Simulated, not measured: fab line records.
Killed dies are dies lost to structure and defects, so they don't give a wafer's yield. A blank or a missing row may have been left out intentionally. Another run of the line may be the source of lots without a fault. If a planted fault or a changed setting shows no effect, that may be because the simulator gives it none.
A single fault, viewed from 3 desks :: flow nand-harc :: each desk has only its own numbers; what lay behind them comes last

THE DEFECT DESK
What the inspections along the route counted, lot by lot: means of the sampled wafers that have a number. A lot is out of limits, marked OUT, if its mean lies more than 4 standard deviations from the usual mean; the brackets give that distance.
Columns: A = raw-defect-count at NHARC_P_M0_INSPECT_11, usual 3.5
lot: L909
first seen here: day 5 18:24
A: 2.0

lot: L913
first seen here: day 6 22:07
A: 2.7

lot: L915
first seen here: day 7 09:29
A: 4.0

lot: L924
first seen here: day 9 20:53
A: 3.0

lot: L925
first seen here: day 9 23:07
A: 3.7
Result from this desk: across the 5 lots, nothing is out of limits.

THE METROLOGY DESK
Means of the sampled wafers that have a number, per lot and without regard to the tool the lot ran on: this is what the gauges read. A lot is out of limits, marked OUT, if its mean lies more than 4 standard deviations from the usual mean; the brackets give that distance. It has 9 readings; the 7 that lie furthest out on some lot are the ones shown.
Columns: A = overlay-x-nm at NHARC_P_M0_OVL_MEAS_10, usual -0.1 nm; B = overlay-y-nm at NHARC_P_M0_OVL_MEAS_10, usual -0.3 nm; C = cd-nm at NHARC_P_M0_CD_MEAS_16, usual 90.0 nm; D = thk-nm at NHARC_P_M0_THK_MEAS_24, usual 117.2 nm; E = cd-nm at NHARC_P_M1_CD_MEAS_09, usual 130.0 nm; F = overlay-y-nm at NHARC_P_M1_OVL_MEAS_10, usual -0.4 nm; G = cd-nm at NHARC_P_M1_CD_MEAS_16, usual 129.8 nm
lot: L909
first seen here: day 5 18:17
A: -0.2
B: 0.3
C: 89.1
D: 115.4
E: 130.0
F: -0.8
G: 130.4

lot: L913
first seen here: day 6 21:59
A: -0.1
B: -0.9
C: 90.4
D: 117.4
E: 129.3
F: -1.4
G: 128.8

lot: L915
first seen here: day 7 09:22
A: 0.7
B: -1.4
C: 89.8
D: 117.6
E: 129.3
F: -1.1
G: 128.9

lot: L924
first seen here: day 9 20:45
A: -0.5
B: -0.3
C: 91.3
D: 116.7
E: 129.6
F: 0.1
G: 128.9

lot: L925
first seen here: day 9 23:00
A: -1.2
B: -1.0
C: 89.0
D: 119.1
E: 130.5
F: -0.8
G: 129.6
Result from this desk: across the 5 lots, nothing is out of limits.

TOOL OWNER'S DESK, pvd-sputter-01
The tool's own readings at NHARC_P_M0_PVD_20 (deposits TaN, target thk 5 nm, time 8.06 s): means of the sampled wafers that have a number, for each lot that ran on this tool. A lot is out of limits, marked OUT, if its mean lies more than 4 standard deviations from the usual mean; the brackets give that distance.
Columns: A = substrate-temp-c at NHARC_P_M0_PVD_20, usual 50.00 C; B = throttle-valve-pct at NHARC_P_M0_PVD_20, usual 29.6 %
lot: L909
first seen here: day 5 19:31
A: 50.03
B: 29.1

lot: L915
first seen here: day 7 10:37
A: 50.01
B: 30.1

lot: L924
first seen here: day 9 22:06
A: 50.13
B: 30.3

lot: L925
first seen here: day 10 00:27
A: 49.99
B: 29.1
Result from this desk: across the 4 lots, nothing is out of limits.

PUT TOGETHER
The defect desk saw nothing out of limits.
The metrology desk saw nothing out of limits.
The desk of the tool owner found nothing out of limits.

WHAT HAD BEEN PUT IN BY THE SIMULATOR
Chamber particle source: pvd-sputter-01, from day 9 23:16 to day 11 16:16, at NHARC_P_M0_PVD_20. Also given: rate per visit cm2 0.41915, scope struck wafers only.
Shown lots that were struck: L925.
